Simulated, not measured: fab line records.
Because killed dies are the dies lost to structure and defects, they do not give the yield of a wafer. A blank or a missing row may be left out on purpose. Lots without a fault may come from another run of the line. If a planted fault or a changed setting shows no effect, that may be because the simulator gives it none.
Chamber matching ; flow n5 finfet ; pecvd-02 running N5_FIN_SAQP_PECVD_06: 3 sister chambers
The step deposits a-Si from SiH4/He, target thk 60 nm, time 48.1 s. 6 wafers are shown with their chamber, then 12 later ones without.

WAFERS WITH THEIR CHAMBER
wafer;chamber;showerhead vpp V (V);heater power w (W)
L085.5;2;613;1085
L087.3;1;654;751
L087.5;0;674;882
L089.2;0;680;854
L089.3;1;667;815
L089.6;2;618;1030

WAFERS WITHOUT THEIR CHAMBER
wafer;showerhead vpp V (V);heater power w (W)
L090.2;686;942
L090.3;611;946
L090.5;669;792
L092.1;606;990
L092.2;693;920
L092.3;670;741
L093.3;674;783
L093.5;680;842
L093.6;595;1011
L095.2;685;864
L095.4;601;1059
L095.6;684;841

EACH ONE'S CHAMBER
wafer;from the rows above;in truth
L090.2;0;0
L090.3;2;2
L090.5;can't be placed: 1 or 0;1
L092.1;2;2
L092.2;0;0
L092.3;can't be placed: 1 or 0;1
L093.3;can't be placed: 1 or 0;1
L093.5;0;0
L093.6;2;2
L095.2;0;0
L095.4;2;2
L095.6;0;0
9 of 12 placed correctly. Unplaceable from these rows: 3, with the true chamber sitting among the candidates in 3. Wrongly placed: 0.
How it was worked out, from the rows above alone: a wafer's distance from a chamber is the root of the sum, over the readings, of the square of ((its reading less the chamber's mean) divided by the reading's scatter). If the next closest chamber is less than 2 further off than the closest, the wafer can't be placed; otherwise it belongs to the closest. Each chamber's mean is taken over the wafers shown for it. The scatter: the root of (the sum of the squares of (reading less its chamber's mean) over the shown wafers, divided by (wafers less chambers)).
